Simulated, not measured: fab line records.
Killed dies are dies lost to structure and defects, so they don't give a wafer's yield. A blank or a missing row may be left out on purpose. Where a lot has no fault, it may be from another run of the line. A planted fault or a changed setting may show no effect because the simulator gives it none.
Chamber matching    flow n5Finfet    N5_BEOL_M7_ETCH_66 on rieDiel-05: 4 sister chambers
The step etches SOC in N2/H2, target depth 80 nm, overetch 16 nm, time 120 s. 4 wafers are shown with their chamber, then 8 later ones without.

== WAFERS WITH THEIR CHAMBER ==
wafer   chamber  showerheadPlenumPTorr (Torr)
L079.1  0        2.67
L082.1  2        2.53
L085.3  1        2.43
L086.2  3        2.54

== WAFERS WITH NO CHAMBER GIVEN ==
wafer   showerheadPlenumPTorr (Torr)
L086.4  2.66
L086.6  2.43
L087.1  2.43
L087.3  2.66
L087.6  2.53
L090.2  2.53
L090.5  2.53
L090.6  2.42

== WHICH CHAMBER EACH WENT THROUGH ==
wafer   from the rows above      in truth
L086.4  0                        0
L086.6  1                        1
L087.1  1                        1
L087.3  0                        0
L087.6  can't be placed: 2 or 3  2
L090.2  can't be placed: 2 or 3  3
L090.5  can't be placed: 2 or 3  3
L090.6  1                        1
Correctly placed: 5 of 8. These rows do not allow placing 3 (true chamber among the candidates in 3). Placed wrongly: 0.
How it was worked out, from the rows above alone: a wafer's distance from a chamber is the root of the sum, over the readings, of the square of ((its reading less the chamber's mean) divided by the reading's scatter). If the next closest chamber is less than 2 further off than the closest, the wafer can't be placed; otherwise it belongs to the closest. A chamber's mean is the mean of its shown wafers. The scatter: root of mean squared gap, hidden wafer to nearest shown wafer, with one shown wafer a chamber.
